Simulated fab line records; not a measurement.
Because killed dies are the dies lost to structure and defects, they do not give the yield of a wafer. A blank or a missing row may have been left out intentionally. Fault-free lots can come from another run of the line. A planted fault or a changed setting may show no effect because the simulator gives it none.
Which of the tools did it? :: flow n5-finfet :: 28 wafers sampled from 10 lots at 1 step of a route of 1938

WHAT THE GAUGES READ, wafer by wafer
N5_BEOL_M9_INSPECT_13: inspects for defects (brightfield).
lot: L459
measured: day 14 01:47
on: defect-inspect-02
raw-defect-count: 471 453 515

lot: L463
measured: day 14 08:55
on: defect-inspect-01
raw-defect-count: 526 745 485

lot: L464
measured: day 16 04:26
on: defect-inspect-02
raw-defect-count: 523 488 522

lot: L468
measured: day 16 21:44
on: defect-inspect-01
raw-defect-count: 503 405 356

lot: L471
measured: day 17 12:17
on: defect-inspect-01
raw-defect-count: 397 385

lot: L470
measured: day 17 16:46
on: defect-inspect-02
raw-defect-count: 443 318 384

lot: L474
measured: day 17 20:50
on: defect-inspect-01
raw-defect-count: 442 470

lot: L479
measured: day 18 02:15
on: defect-inspect-01
raw-defect-count: 417 413 315

lot: L476
measured: day 19 01:00
on: defect-inspect-02
raw-defect-count: 232 305 270

lot: L480
measured: day 19 08:51
on: defect-inspect-01
raw-defect-count: 399 349 377

WHAT TOOL EACH LOT RAN ON (gives the tool, then ch and the chambers of the sampled wafers, and finally the start)
Before these readings, the record contains no process step.

THE ANSWER, worked out from the rows above alone
Rule: the usual values come from the lots themselves. The widest of any qualifying gaps counts: lots, ordered by their means at a reading, are off when they make up no more than a third of the lots, leave a main group of 4 or more, and stand apart from it by 3 or more times the standard deviation of that group's means. If all means in a main group match to the digits the tables above print for the reading, that group is not used. A lot without any number at a reading at which 4 lots or more have one is off too. Any other lot the step has rows for is counted as sound.
Nothing can be told from this: no lot is off at any reading shown.

WHAT HAD BEEN PUT IN BY THE SIMULATOR
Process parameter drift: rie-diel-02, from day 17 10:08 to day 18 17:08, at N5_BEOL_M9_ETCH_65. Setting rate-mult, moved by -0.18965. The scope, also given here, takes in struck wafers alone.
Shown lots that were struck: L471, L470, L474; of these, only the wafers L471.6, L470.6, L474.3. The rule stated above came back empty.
